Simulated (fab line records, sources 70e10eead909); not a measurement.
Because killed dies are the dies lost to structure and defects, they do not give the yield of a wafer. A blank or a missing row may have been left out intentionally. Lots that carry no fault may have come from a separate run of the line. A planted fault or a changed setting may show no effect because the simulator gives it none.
fab line records    flow nand_harc
record: lots: 5  wafers: 15  last_day: 30
route steps=1302 shown A_CHANNEL_HOLE_D1@455 END@1302
lots with no fault: from the same line, run without faults
start_h: hours from the record's first day to the start of the lot's first wafer shown    wait_h: hours from the lot's prior step to this one    " as in the row above    L1.1+2: a row that stands for several wafers    - value missing, or start not given    * or withheld: withheld    < > ~ a bound
route shown NAME@n: names a module that has steps shown in the file, with the first one's number in the route    usual: the fault-free wafers' mean and standard deviation    same: alike in all rows    chamber/n: place in a boat    sites: per-site readings    _std_site: standard deviation across them    _edge_site: inner sites' mean taken away from outer sites' mean    radius_mm: how far each site lies from the wafer's centre    mask NAME#n: copy n    behind: the last tool/chamber to shape the wafer    hold: the reason the lot was held/the length of the hold in hours/how it ended    device: names the non-switching transistor (n, p or np)    end of line: tests run on the same wafers once the route is complete    a step given without rows: its recipe and nothing more    killed: the dies lost at the first sort to structure and to defects; this is not the yield of the wafer    map: the dies of a wafer, with x for killed, . for not killed, _ for no die there
set.NAME: setting as actually run; set.NAME@STEP: the setting as run at that earlier step    model.NAME: the simulator's own value behind a step, which no gauge read
a table for each step, a row for each wafer; lots at some steps of the route
services: from which hour (start_h, from the record's first day; less than 0 if before it) a tool's chamber was out of use, for how many hours, and why
== steps ==
step: NHARC_A_CHANNEL_HOLE_D1_COAT_37
recipe: temp_c: 225  time_s: 65
step: NHARC_A_CHANNEL_HOLE_D1_COAT_04
recipe: spin_rpm: 1500  resist_thk_nm: 90
step: NHARC_A_CHANNEL_HOLE_D1_SOFTBAKE_05
recipe: temp_c: 105  time_s: 55
step: NHARC_A_CHANNEL_HOLE_D1_EBR_06
step: NHARC_A_CHANNEL_HOLE_D1_EXPOSE_07
recipe: na: 1.35  target_cd_nm: 100  sigma_outer: 0.3  dose_mj: 59.65  mask_id: HOLE_D1
step: NHARC_A_CHANNEL_HOLE_D1_PEB_08
recipe: peb_temp_c: 100  peb_time_s: 65
step: NHARC_A_CHANNEL_HOLE_D1_DEVELOP_09
recipe: develop_time_s: 35  dev_temp_c: 23
step: NHARC_A_CHANNEL_HOLE_D1_CD_MEAS_10
recipe: target_cd_nm: 100  landing_energy_ev: 500
usual: cd_nm: 100.0/0.43
lot.wafer  tool       chamber  start_h  wait_h  cd_nm
L166.2     cd_sem-02  0        229.39   -       99.4
L166.3     "          0        "        "       99.6
L166.6     "          0        "        "       99.6
L175.1     cd_sem-02  0        324.36   -       100.3
L175.4     "          0        "        "       99.9
L175.5     "          0        "        "       99.7
L176.2     cd_sem-01  0        329.28   -       99.8
L176.3     "          0        "        "       99.5
L176.4     "          0        "        "       99.5
L177.3     cd_sem-01  0        329.86   -       100.5
L177.4     "          0        "        "       100.3
L177.6     "          0        "        "       100.1
L178.1     cd_sem-03  0        342.67   -       100.2
L178.3     "          0        "        "       99.5
L178.6     "          0        "        "       99.8
step: NHARC_A_CHANNEL_HOLE_D1_OVL_MEAS_11
usual: overlay_x_nm: 0.0/0.79  overlay_y_nm: 0.1/0.75
lot.wafer  tool        chamber  start_h  wait_h  overlay_x_nm  overlay_y_nm
L166.2     overlay-01  -        229.48   -       -0.1          -1.2
L166.3     "           -        "        "       -0.6          -0.9
L166.6     "           -        "        "       -0.2          -1.4
L175.1     overlay-02  -        324.45   -       -0.1          -0.7
L175.4     "           -        "        "       -0.4          -0.3
L175.5     "           -        "        "       -0.6          -0.8
L176.2     overlay-02  -        329.37   -       0.2           -1.1
L176.3     "           -        "        "       0.8           -0.8
L176.4     "           -        "        "       0.7           -0.9
L177.3     overlay-02  -        329.96   -       0.3           1.1
L177.4     "           -        "        "       1.1           1.2
L177.6     "           -        "        "       1.4           0.9
L178.1     overlay-01  -        342.75   -       0.7           -0.4
L178.3     "           -        "        "       1.4           -0.8
L178.6     "           -        "        "       0.9           -0.7
step: NHARC_A_CHANNEL_HOLE_D1_INSPECT_12
usual: raw_defect_count: 5.3/2.6
lot.wafer  tool               chamber  start_h  wait_h  raw_defect_count
L166.2     defect_inspect-01  -        229.52   0.0     12
L166.3     "                  -        "        "       4
L166.6     "                  -        "        "       3
L175.1     defect_inspect-02  -        324.49   0.0     2
L175.4     "                  -        "        "       1
L175.5     "                  -        "        "       7
L176.2     defect_inspect-02  -        329.40   0.0     5
L176.3     "                  -        "        "       7
L176.4     "                  -        "        "       5
L177.3     defect_inspect-01  -        330.00   0.0     2
L177.4     "                  -        "        "       7
L177.6     "                  -        "        "       4
L178.1     defect_inspect-02  -        342.79   0.0     5
L178.3     "                  -        "        "       5
L178.6     "                  -        "        "       4
step: NHARC_A_CHANNEL_HOLE_D1_DESCUM_15
recipe: time_s: 3  o2_flow_sccm: 200  ar_flow_sccm: 0  bias_power_w: 0  chemistry: O2
usual: chamber_pressure_mTorr: 60.01/0.06  drypump_motor_current_A: 5.7/0.52  mfc_ar_sccm: 0.006/0.011  oes_product_au: 1.000/0.0067  rf_vpp_V: 57.7/0.94  showerhead_plenum_p_Torr: 1.88/0.085  throttle_valve_pct: 11.311/0.0098
lot.wafer  tool         chamber  start_h  wait_h  chamber_pressure_mTorr  drypump_motor_current_A  mfc_ar_sccm  oes_product_au  rf_hours_counter_h  rf_vpp_V  showerhead_plenum_p_Torr  throttle_valve_pct
L166.2     rie_diel-12  2        229.58   0.1     59.94                   6.3                      0            0.997           30                  59.0      1.83                      11.301
L166.3     "            1        "        "       59.98                   5.4                      0.015        0.999           30                  57.4      1.77                      11.326
L166.6     "            1        "        "       60.08                   5.4                      0.015        1.009           -                   56.4      1.77                      11.320
L175.4     rie_diel-11  2        324.56   0.1     59.98                   6.4                      0.011        1.008           24                  56.5      1.78                      11.308
L175.1     "            0        "        "       60.01                   5.6                      0            1.005           16                  57.7      1.89                      11.313
L175.5     "            2        "        "       59.95                   6.4                      0.011        0.994           -                   57.4      1.77                      11.312
L176.4     rie_diel-12  1        329.46   0.1     60.03                   5.4                      0.015        0.997           15                  58.3      2.07                      11.320
L176.3     "            2        "        "       59.98                   6.3                      0            1.005           15                  56.0      1.82                      11.315
L176.2     "            0        "        "       60.06                   5.7                      0.030        0.997           13                  56.3      2.00                      11.298
L177.3     rie_diel-02  2        330.08   0.1     60.04                   5.3                      0            0.999           8                   56.7      1.81                      11.317
L177.4     "            1        "        "       60.08                   6.4                      0            0.989           -                   58.5      1.91                      11.332
L177.6     "            2        "        "       59.96                   5.3                      0            1.005           -                   57.2      1.81                      11.313
L178.3     rie_diel-02  2        342.85   0.1     59.99                   5.3                      0            0.995           10                  58.1      1.81                      11.319
L178.1     "            0        "        "       60.02                   4.9                      0            0.991           8                   56.3      1.78                      11.319
L178.6     "            2        "        "       60.08                   5.3                      0            1.002           -                   59.1      1.81                      11.295
step: NHARC_A_CHANNEL_HOLE_D1_ETCH_38
recipe: target_depth_a: 390  over_etch_frac: 0.3  time_s: 65  ion_energy_ev: 80  cf4_flow_sccm: 150  ar_flow_sccm: 0  rf_w: 300  bias_w: 100  chemistry: CF4
usual: chamber_pressure_mTorr: 50.00/0.047  drypump_motor_current_A: 5.7/0.52  mfc_ar_sccm: 0.006/0.011  oes_product_au: 0.999/0.0073  rf_vpp_V: 150.7/1.3  run_length_s: 86.2/0.46  showerhead_plenum_p_Torr: 1.74/0.073  throttle_valve_pct: 13.283/0.0099
lot.wafer  tool         chamber  start_h  wait_h  chamber_pressure_mTorr  drypump_motor_current_A  mfc_ar_sccm  oes_product_au  rf_hours_counter_h  rf_vpp_V  run_length_s  showerhead_plenum_p_Torr  throttle_valve_pct
L166.2     rie_diel-12  2        229.69   0.1     49.97                   6.3                      0            0.991           30                  148.6     86.2          1.70                      13.283
L166.3     "            0        "        "       50.03                   5.7                      0.030        1.002           30                  151.6     86.3          1.85                      13.282
L166.6     "            1        "        "       50.03                   5.4                      0.015        0.998           -                   149.8     86.2          1.65                      13.271
L175.4     rie_diel-11  1        324.64   0.1     50.01                   5.4                      0.039        1.005           25                  152.6     85.8          1.82                      13.275
L175.1     "            3        "        "       49.97                   5.4                      0.015        0.996           24                  151.3     85.4          1.68                      13.280
L175.5     "            2        "        "       50.03                   6.4                      0.011        0.989           -                   150.9     86.1          1.65                      13.286
L176.2     rie_diel-12  0        329.55   0.1     50.10                   5.7                      0.030        0.992           13                  152.6     86.3          1.84                      13.298
L176.3     "            2        "        "       49.96                   6.3                      0            0.992           15                  150.9     85.9          1.69                      13.274
L176.4     "            3        "        "       49.96                   6.3                      0            0.988           13                  152.1     86.3          1.74                      13.281
L177.3     rie_diel-02  3        330.17   0.1     49.93                   5.8                      0            1.007           7                   153.6     86.6          1.82                      13.278
L177.4     "            2        "        "       50.05                   5.3                      0            1.008           -                   149.3     85.6          1.68                      13.269
L177.6     "            3        "        "       49.97                   5.8                      0            1.010           -                   152.0     87.0          1.82                      13.270
L178.1     rie_diel-02  3        342.95   0.1     50.06                   5.8                      0            1.006           8                   151.6     87.0          1.82                      13.275
L178.3     "            0        "        "       50.05                   4.8                      0            1.002           8                   149.9     86.6          1.66                      13.297
L178.6     "            2        "        "       49.97                   5.3                      0            0.991           -                   147.3     85.5          1.68                      13.283
step: NHARC_A_CHANNEL_HOLE_D1_ETCH_39
recipe: target_depth_a: 2600  over_etch_frac: 0.3  time_s: 325  ion_energy_ev: 200  n2_flow_sccm: 150  h2_flow_sccm: 150  ar_flow_sccm: 0  rf_w: 400  bias_w: 150  chemistry: N2/H2
usual: chamber_pressure_mTorr: 30.000/0.029  drypump_motor_current_A: 5.7/0.52  mfc_ar_sccm: 0.007/0.012  oes_product_au: 0.999/0.0079  rf_vpp_V: 429.3/2.6  run_length_s: 346.2/0.45  showerhead_plenum_p_Torr: 2.00/0.091  throttle_valve_pct: 14.171/0.0089
lot.wafer  tool         chamber  start_h  wait_h  chamber_pressure_mTorr  drypump_motor_current_A  mfc_ar_sccm  oes_product_au  rf_hours_counter_h  rf_vpp_V  run_length_s  showerhead_plenum_p_Torr  throttle_valve_pct
L166.2     rie_diel-12  0        229.78   -       30.031                  5.7                      0.030        0.999           30                  433.3     274.7         2.14                      14.185
L166.3     "            2        "        "       30.052                  6.3                      0            0.999           30                  428.9     346.2         1.95                      14.154
L166.6     "            2        "        "       30.038                  6.3                      0            0.999           -                   428.7     345.9         1.95                      14.171
L175.1     rie_diel-11  1        324.73   -       30.060                  5.4                      0.039        1.006           25                  432.8     345.9         2.11                      14.174
L175.4     "            0        "        "       29.992                  5.5                      0            0.988           16                  429.6     346.0         2.01                      14.161
L175.5     "            2        "        "       30.014                  6.4                      0.011        0.994           -                   425.1     346.2         1.89                      14.155
L176.2     rie_diel-12  2        329.64   -       29.987                  6.3                      0            1.002           15                  427.6     345.8         1.94                      14.192
L176.4     "            0        "        "       29.983                  5.7                      0.030        1.001           13                  432.8     346.6         2.13                      14.165
L176.3     "            1        "        "       30.002                  5.4                      0.015        0.996           15                  434.4     346.2         2.21                      14.174
L177.3     rie_diel-02  1        330.33   -       30.043                  6.4                      0            0.991           9                   431.1     346.5         2.04                      14.171
L177.4     "            3        "        "       29.986                  5.8                      0            0.999           -                   431.0     346.4         2.11                      14.162
L177.6     "            1        "        "       30.006                  6.4                      0            0.998           -                   432.2     346.6         2.04                      14.176
L178.1     rie_diel-02  0        343.05   -       30.026                  4.8                      0            0.996           8                   427.6     345.7         1.90                      14.177
L178.3     "            1        "        "       29.957                  6.4                      0            0.988           10                  431.3     346.9         2.04                      14.163
L178.6     "            3        "        "       29.974                  5.8                      0            1.001           -                   433.3     346.6         2.11                      14.188
step: NHARC_A_CHANNEL_HOLE_D1_ETCH_34
recipe: target_depth_a: 1540  time_s: 77  cf4_flow_sccm: 100  chf3_flow_sccm: 30  ar_flow_sccm: 0  rf_w: 500  bias_w: 200  chemistry: CF4/CHF3
usual: chamber_pressure_mTorr: 25.002/0.022  drypump_motor_current_A: 5.7/0.51  mfc_ar_sccm: 0.007/0.012  oes_product_au: 0.948/0.022  rf_vpp_V: 369.7/2.3  run_length_s: 98.2/0.48  showerhead_plenum_p_Torr: 1.55/0.067  throttle_valve_pct: 16.802/0.0091
lot.wafer  tool         chamber  start_h  wait_h  chamber_pressure_mTorr  drypump_motor_current_A  mfc_ar_sccm  oes_product_au  rf_hours_counter_h  rf_vpp_V  run_length_s  showerhead_plenum_p_Torr  throttle_valve_pct
L166.3     rie_diel-12  0        -        -       25.011                  5.7                      0.030        0.965           30                  371.8     98.2          1.65                      16.807
L166.2     "            1        "        "       25.013                  5.4                      0.015        0.968           30                  367.5     98.1          1.47                      16.795
L166.6     "            0        "        "       25.020                  5.7                      0.030        0.974           -                   373.0     98.4          1.65                      16.796
L175.4     rie_diel-11  1        -        -       24.963                  5.4                      0.039        0.957           25                  371.5     98.4          1.62                      16.814
L175.1     "            2        "        "       24.990                  6.4                      0.011        0.949           24                  367.2     98.1          1.47                      16.811
L175.5     "            0        "        "       25.009                  5.5                      0            0.972           -                   369.9     98.0          1.56                      16.795
L176.2     rie_diel-12  1        -        -       24.961                  5.4                      0.015        0.934           15                  374.6     98.2          1.70                      16.809
L176.4     "            2        "        "       25.031                  6.3                      0            0.925           15                  368.7     98.1          1.50                      16.793
L176.3     "            3        "        "       24.982                  6.3                      0            0.920           13                  368.6     98.7          1.55                      16.820
L177.3     rie_diel-02  2        -        -       25.036                  5.3                      0            0.962           8                   368.2     98.1          1.49                      16.814
L177.6     "            3        "        "       25.002                  5.8                      0            0.957           -                   372.9     98.8          1.62                      16.800
L177.4     "            2        "        "       24.970                  5.3                      0            0.955           -                   366.7     97.8          1.49                      16.796
L178.1     rie_diel-02  3        -        -       25.014                  5.9                      0            0.933           9                   373.0     98.8          1.62                      16.812
L178.3     "            1        "        "       25.063                  6.4                      0            0.921           10                  371.0     98.7          1.57                      16.804
L178.6     "            3        "        "       24.960                  5.8                      0            0.926           -                   371.9     98.5          1.62                      16.796
step: NHARC_END_SORT_01
recipe: temp_c: 25
usual: killed_at_array: 55/17  killed_at_other: 1.1/1.4  killed_at_periphery: 3.9/3  killed_dies: 59/17  killed_open: 3.5/2  killed_short: 2.6/1.6
same: gross_dies: 677
lot.wafer  tool       chamber  start_h  wait_h  killed_at_array  killed_at_other  killed_at_periphery  killed_dies  killed_open  killed_short
L166.2     prober-02  0        611.99   2.8     52               1                6                    59           3            4
killed by level:class
L166.2 A_SLIT:chamber_film_flake=29 A_CHANNEL_HOLE_D2:chamber_film_flake=10 A_STAIRCASE:chamber_film_flake=3 A_CHANNEL_HOLE_D1:area_etch=3 P_CONTACT:geometric_particle:short=2 A_ONON_D2:geometric_particle:open=2 A_ONON_D2:geometric_particle:short=2 A_CHANNEL_HOLE_D1:chamber_film_flake=2
== services ==
tool         chamber  start_h  hours  kind
rie_diel-02  0        215.62   2.2    repair
rie_diel-02  -        216.70   9.0    pm
rie_diel-02  1        216.70   9.0    vent_cycle
rie_diel-02  2        216.70   9.0    vent_cycle
rie_diel-02  3        216.70   9.0    vent_cycle
rie_diel-12  3        224.85   15.8   repair
rie_diel-02  0        225.70   -      clean
rie_diel-02  1        225.70   -      clean
rie_diel-02  2        225.70   -      clean
rie_diel-02  3        225.70   -      clean
rie_diel-02  3        225.70   -      consumable_replace:focus_ring
rie_diel-12  0        226.65   -      clean
rie_diel-12  1        226.65   -      clean
rie_diel-12  2        226.65   -      clean
rie_diel-02  3        228.93   2.7    repair
rie_diel-02  0        250.20   -      clean
rie_diel-02  1        250.20   -      clean
rie_diel-02  2        250.20   -      clean
rie_diel-02  3        250.20   -      clean
rie_diel-12  0        251.15   -      clean
rie_diel-11  -        257.40   9.0    pm
rie_diel-11  0        270.23   6.3    repair
rie_diel-12  -        272.15   9.0    pm
rie_diel-02  0        332.42   4.0    repair
== key ==
first_sign: step: NHARC_A_CHANNEL_HOLE_D1_ETCH_39  reading: run_length_s  direction: down  sigmas: 99+  usual: *  struck: *
effect none on later readings
met_at NHARC_A_CHANNEL_HOLE_D1_ETCH_39
struck_wafers L166.2
tester_left_out L166
fault: kind: process_parameter_drift  tool: rie_diel-12  chamber: 0  onset_h: 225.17  steps: NHARC_A_CHANNEL_HOLE_D1_ETCH_39  channel: time_s  offset: *  shape: step  end_h: 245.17  acts_in: *  stated: *
tester_left_out: of these lots the tester's yield and bins aren't shown, on N5 and GAA mostly nor the transistor test; their killed dies are dies lost to structure and defects alone, not to doping, threshold or leakage, so they don't give the yield
